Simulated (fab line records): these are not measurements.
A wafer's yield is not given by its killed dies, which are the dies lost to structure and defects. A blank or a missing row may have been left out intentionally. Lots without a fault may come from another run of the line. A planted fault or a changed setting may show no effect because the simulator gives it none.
A lot that was struck, set against a sound lot :: flow nand-harc :: 13 steps out of a route of 1302
Sound: wafers L908.1, L908.2, L908.3. Struck: wafer L901.2. (L901.4, L901.5 of the same lot were not struck and are left out.) The cause comes at the end.
At each step with rows: each side's tool, then ch and its chambers, then its first start. Under that, the readings that differ: sound wafers :: struck wafers :: difference of the means :: sigmas: that difference in standard deviations of wafers without a fault.
alike: words and numbers the same on both sides, and readings whose means are apart by under 2 such deviations; not compared: readings that were withheld, readings missing a value for some wafer, numbers with overlapping values and no deviation given by the record, and bounds like >300 which may hide the same value.
A row with sigmas, a row that says differs or no value, or rows on one side alone: a step with any of these is where the two part. When numbers do not overlap yet have no deviation, they are printed without sigmas and do not part them. A reading that every wafer of one side lacks parts them only if that side has two wafers or more.

NHARC_A_ZERO_WELL_INSPECT_17:
  struck on defect-inspect-01, day 8 20:59; sound on defect-inspect-01, day 11 11:01
  alike: raw-defect-count
then, 3 steps without rows for these wafers: NHARC_A_SOURCE_PLATE_PRECLEAN_00 (cleans in HF-LAST, time 60 s); NHARC_A_SOURCE_PLATE_SRD_01; NHARC_A_SOURCE_PLATE_OXIDE_02 (material SiO2, target thk 10 nm, ox time 1362 s).
NHARC_A_SOURCE_PLATE_THK_MEAS_09: measures by ellipsometry.
  struck on film-metro-01, day 9 04:17; sound on film-metro-01, day 11 18:20
reading: thk-nm (nm)
sound: 8.9 9.2 7.7
struck: 10.7
difference: +2.1
sigmas: +2
then, 3 steps without rows for these wafers: NHARC_A_SOURCE_PLATE_PVD_04 (deposits WSi2, target thk 50 nm); NHARC_A_SOURCE_PLATE_CVD_03 (deposits poly-Si, target thk 200 nm, time 4000 s); NHARC_A_SOURCE_PLATE_ANNEAL_05 (time 1800 s).
NHARC_A_SOURCE_PLATE_THK_MEAS_06: measures by ellipsometry.
  struck on film-metro-01, day 9 17:13; sound on film-metro-01, day 12 08:06
  alike: thk-nm
NHARC_A_SOURCE_PLATE_INSPECT_08:
  struck on defect-inspect-02, day 9 17:19; sound on defect-inspect-01, day 12 08:10
  alike: raw-defect-count
NHARC_A_ONON_D1_DEP_00: target thk 1000 nm.
  sound on pecvd-onon-02 ch 0, day 12 08:14; struck on pecvd-onon-01 ch 0, day 9 17:26
NHARC_A_ONON_D1_THK_MEAS_02: measures by ellipsometry.
  struck on film-metro-02, day 9 17:53; sound on film-metro-02, day 12 08:44
reading: thk-nm (nm)
sound: 995 993 995
struck: 680
difference: -314
sigmas: -31
then NHARC_A_ONON_D1_DEP_03 (target thk 1000 nm), 1 step lacking rows for these wafers.

== WHERE THEY PART ==
First at NHARC_A_SOURCE_PLATE_THK_MEAS_09; last, within this record, at NHARC_A_ONON_D1_THK_MEAS_02.

WHY: the cause the simulator had injected
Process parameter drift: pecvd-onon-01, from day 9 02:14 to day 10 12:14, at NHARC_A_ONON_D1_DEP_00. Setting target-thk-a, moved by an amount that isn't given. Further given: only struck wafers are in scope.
